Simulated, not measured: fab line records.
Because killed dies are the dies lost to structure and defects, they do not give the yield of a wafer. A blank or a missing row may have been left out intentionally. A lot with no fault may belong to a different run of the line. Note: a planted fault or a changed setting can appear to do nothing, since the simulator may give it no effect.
Split-lot study / flow n5 finfet / on a route of 1938 steps: 7 lots, 39 wafers read

== THE SPLIT ==
At N5_FIN_SAQP_HM_DEP_03 (deposits SiNx from SiH4/NH3/N2, target thk 38 nm, time 33.6 s), the setting time s was moved away from the recipe's 33.6 s on 12 of the 39 wafers read, by -52.6% to +45.4%. The other wafers ran this setting at the recipe's value.

== FROM THE SPLIT TO THE READING: what the file shows between them, 4 steps ==
- N5_FIN_SAQP_THK_MEAS_05
- N5_FIN_SAQP_PECVD_47: deposits a-Si from SiH4/He, target thk 45 nm, time 36.3 s
- N5_FIN_SAQP_PECVD_48: deposits SiNx from SiH4/NH3/N2, target thk 25 nm, time 22.1 s
- N5_FIN_SAQP_MANDREL2_REMOVE_60: chemistry HBr/Cl2/O2, target a-Si, stops on SiNx, bt time 10 s

== THE READING ==
etch.depth nm (the simulator's own value, which no gauge read), in nm, at N5_FIN_SAQP_HM_OPEN_33 (chemistry CH3F/O2, target SiNx, target depth 49.4 nm, time 70.6 s). There is no usual value for it anywhere in the file. Here, 27 wafers ran the recipe; their average is 37.30 nm with a standard deviation of 0.42 nm.

wafer=L076.1; tool, chamber at the split=pecvd-03, 0; time s as run, s=33.6; against the recipe=recipe; etch.depth nm, nm=36.82; against lot-mates on the recipe=-
wafer=L076.4; tool, chamber at the split=pecvd-03, 0; time s as run, s=33.6; against the recipe=recipe; etch.depth nm, nm=37.22; against lot-mates on the recipe=-
wafer=L076.6; tool, chamber at the split=pecvd-03, 2; time s as run, s=33.6; against the recipe=recipe; etch.depth nm, nm=37.86; against lot-mates on the recipe=-
wafer=L078.1; tool, chamber at the split=pecvd-04, 2; time s as run, s=33.6; against the recipe=recipe; etch.depth nm, nm=37.88; against lot-mates on the recipe=-
wafer=L078.2; tool, chamber at the split=pecvd-04, 0; time s as run, s=33.6; against the recipe=recipe; etch.depth nm, nm=37.32; against lot-mates on the recipe=-
wafer=L078.3; tool, chamber at the split=pecvd-04, 1; time s as run, s=33.6; against the recipe=recipe; etch.depth nm, nm=37.16; against lot-mates on the recipe=-
wafer=L078.4; tool, chamber at the split=pecvd-04, 0; time s as run, s=15.91; against the recipe=-52.6%; etch.depth nm, nm=18.03; against lot-mates on the recipe=-19.42
wafer=L078.5; tool, chamber at the split=pecvd-04, 1; time s as run, s=15.91; against the recipe=-52.6%; etch.depth nm, nm=17.78; against lot-mates on the recipe=-19.67
wafer=L078.6; tool, chamber at the split=pecvd-04, 2; time s as run, s=15.91; against the recipe=-52.6%; etch.depth nm, nm=18.35; against lot-mates on the recipe=-19.10
wafer=L082.1; tool, chamber at the split=pecvd-03, 2; time s as run, s=20.67; against the recipe=-38.5%; etch.depth nm, nm=22.91; against lot-mates on the recipe=-14.35
wafer=L082.2; tool, chamber at the split=pecvd-03, 0; time s as run, s=20.67; against the recipe=-38.5%; etch.depth nm, nm=21.92; against lot-mates on the recipe=-15.34
wafer=L082.3; tool, chamber at the split=pecvd-03, 1; time s as run, s=33.6; against the recipe=recipe; etch.depth nm, nm=36.67; against lot-mates on the recipe=-
wafer=L082.4; tool, chamber at the split=pecvd-03, 1; time s as run, s=20.67; against the recipe=-38.5%; etch.depth nm, nm=22.66; against lot-mates on the recipe=-14.60
wafer=L082.5; tool, chamber at the split=pecvd-03, 0; time s as run, s=33.6; against the recipe=recipe; etch.depth nm, nm=37.6; against lot-mates on the recipe=-
wafer=L082.6; tool, chamber at the split=pecvd-03, 2; time s as run, s=33.6; against the recipe=recipe; etch.depth nm, nm=37.52; against lot-mates on the recipe=-
wafer=L089.1; tool, chamber at the split=pecvd-03, 2; time s as run, s=33.6; against the recipe=recipe; etch.depth nm, nm=36.93; against lot-mates on the recipe=-
wafer=L089.2; tool, chamber at the split=pecvd-03, 1; time s as run, s=33.6; against the recipe=recipe; etch.depth nm, nm=36.81; against lot-mates on the recipe=-
wafer=L089.3; tool, chamber at the split=pecvd-03, 0; time s as run, s=33.6; against the recipe=recipe; etch.depth nm, nm=36.65; against lot-mates on the recipe=-
wafer=L089.4; tool, chamber at the split=pecvd-03, 1; time s as run, s=33.6; against the recipe=recipe; etch.depth nm, nm=37.31; against lot-mates on the recipe=-
wafer=L089.5; tool, chamber at the split=pecvd-03, 0; time s as run, s=33.6; against the recipe=recipe; etch.depth nm, nm=37.2; against lot-mates on the recipe=-
wafer=L089.6; tool, chamber at the split=pecvd-03, 2; time s as run, s=33.6; against the recipe=recipe; etch.depth nm, nm=37.8; against lot-mates on the recipe=-
wafer=L094.1; tool, chamber at the split=pecvd-04, 1; time s as run, s=33.6; against the recipe=recipe; etch.depth nm, nm=37; against lot-mates on the recipe=-
wafer=L094.2; tool, chamber at the split=pecvd-04, 0; time s as run, s=48.87; against the recipe=+45.4%; etch.depth nm, nm=54.43; against lot-mates on the recipe=+17.09
wafer=L094.3; tool, chamber at the split=pecvd-04, 2; time s as run, s=33.6; against the recipe=recipe; etch.depth nm, nm=37.75; against lot-mates on the recipe=-
wafer=L094.4; tool, chamber at the split=pecvd-04, 2; time s as run, s=48.87; against the recipe=+45.4%; etch.depth nm, nm=55.87; against lot-mates on the recipe=+18.53
wafer=L094.5; tool, chamber at the split=pecvd-04, 1; time s as run, s=33.6; against the recipe=recipe; etch.depth nm, nm=37.28; against lot-mates on the recipe=-
wafer=L094.6; tool, chamber at the split=pecvd-04, 0; time s as run, s=48.87; against the recipe=+45.4%; etch.depth nm, nm=54.91; against lot-mates on the recipe=+17.57
wafer=L095.1; tool, chamber at the split=pecvd-01, 2; time s as run, s=33.6; against the recipe=recipe; etch.depth nm, nm=36.65; against lot-mates on the recipe=-
wafer=L095.2; tool, chamber at the split=pecvd-01, 0; time s as run, s=17.95; against the recipe=-46.6%; etch.depth nm, nm=19.18; against lot-mates on the recipe=-18.12
wafer=L095.3; tool, chamber at the split=pecvd-01, 1; time s as run, s=17.95; against the recipe=-46.6%; etch.depth nm, nm=19.22; against lot-mates on the recipe=-18.08
wafer=L095.4; tool, chamber at the split=pecvd-01, 2; time s as run, s=17.95; against the recipe=-46.6%; etch.depth nm, nm=19.89; against lot-mates on the recipe=-17.41
wafer=L095.5; tool, chamber at the split=pecvd-01, 1; time s as run, s=33.6; against the recipe=recipe; etch.depth nm, nm=37.69; against lot-mates on the recipe=-
wafer=L095.6; tool, chamber at the split=pecvd-01, 0; time s as run, s=33.6; against the recipe=recipe; etch.depth nm, nm=37.57; against lot-mates on the recipe=-
wafer=L097.1; tool, chamber at the split=pecvd-04, 2; time s as run, s=33.6; against the recipe=recipe; etch.depth nm, nm=37.66; against lot-mates on the recipe=-
wafer=L097.2; tool, chamber at the split=pecvd-04, 1; time s as run, s=33.6; against the recipe=recipe; etch.depth nm, nm=36.94; against lot-mates on the recipe=-
wafer=L097.3; tool, chamber at the split=pecvd-04, 0; time s as run, s=33.6; against the recipe=recipe; etch.depth nm, nm=36.94; against lot-mates on the recipe=-
wafer=L097.4; tool, chamber at the split=pecvd-04, 1; time s as run, s=33.6; against the recipe=recipe; etch.depth nm, nm=37.21; against lot-mates on the recipe=-
wafer=L097.5; tool, chamber at the split=pecvd-04, 2; time s as run, s=33.6; against the recipe=recipe; etch.depth nm, nm=38.2; against lot-mates on the recipe=-
wafer=L097.6; tool, chamber at the split=pecvd-04, 0; time s as run, s=33.6; against the recipe=recipe; etch.depth nm, nm=37.41; against lot-mates on the recipe=-

FIT RESULTS
A straight line over all 39 wafers: etch.depth nm changes by +0.381 nm for each +1% of time s; r = +1.00; the points scatter about the line by 0.5 nm.
The same after taking each lot's own level away (the mean of its wafers on the recipe; 39 wafers): +0.381 nm for each +1%; r = +1.00; scatter 0.47 nm.
According to that fit, moving time s by its largest amount changes the reading by 20 nm.
The lots' own levels span 37.117 to 37.453 nm, that is 0.8 times the standard deviation above.
The two slopes are in agreement: the lot-to-lot level therefore moves the slope only a little.
Check: with one of the wafers moved furthest among these (-52.6%) left out of the fit, the line predicts -20.1 nm for it against its lot-mates. It came out at -19.4 nm against them.

== THE WHOLE CHAIN: every reading that the file lists as answering this split, in the file's order ==
step=N5_FIN_SAQP_HM_DEP_03; what it does=deposits SiNx from SiH4/NH3/N2, target thk 38 nm, time 33.6 s; reading=SiNx_of_FIN_SAQP_HM_DEP_03.thk nm (the simulator's own value, which no gauge read); change (the file's fit)=+0.38 nm for each +1% of the setting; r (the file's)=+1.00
step=N5_FIN_SAQP_THK_MEAS_05; what it does=; reading=thk nm; change (the file's fit)=withheld for each +1% of the setting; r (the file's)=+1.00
step=N5_FIN_SAQP_HM_OPEN_33; what it does=chemistry CH3F/O2, target SiNx, target depth 49.4 nm, time 70.6 s; reading=etch rf on time s; change (the file's fit)=withheld for each +1% of the setting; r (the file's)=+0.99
step=N5_FIN_SAQP_HM_OPEN_33; what it does=chemistry CH3F/O2, target SiNx, target depth 49.4 nm, time 70.6 s; reading=etch.depth nm (the simulator's own value, which no gauge read); change (the file's fit)=+0.38 nm for each +1% of the setting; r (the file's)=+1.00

== FILE'S OWN FIT ==
etch.depth nm changes by +0.38 nm for each +1% of time s, r = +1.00.
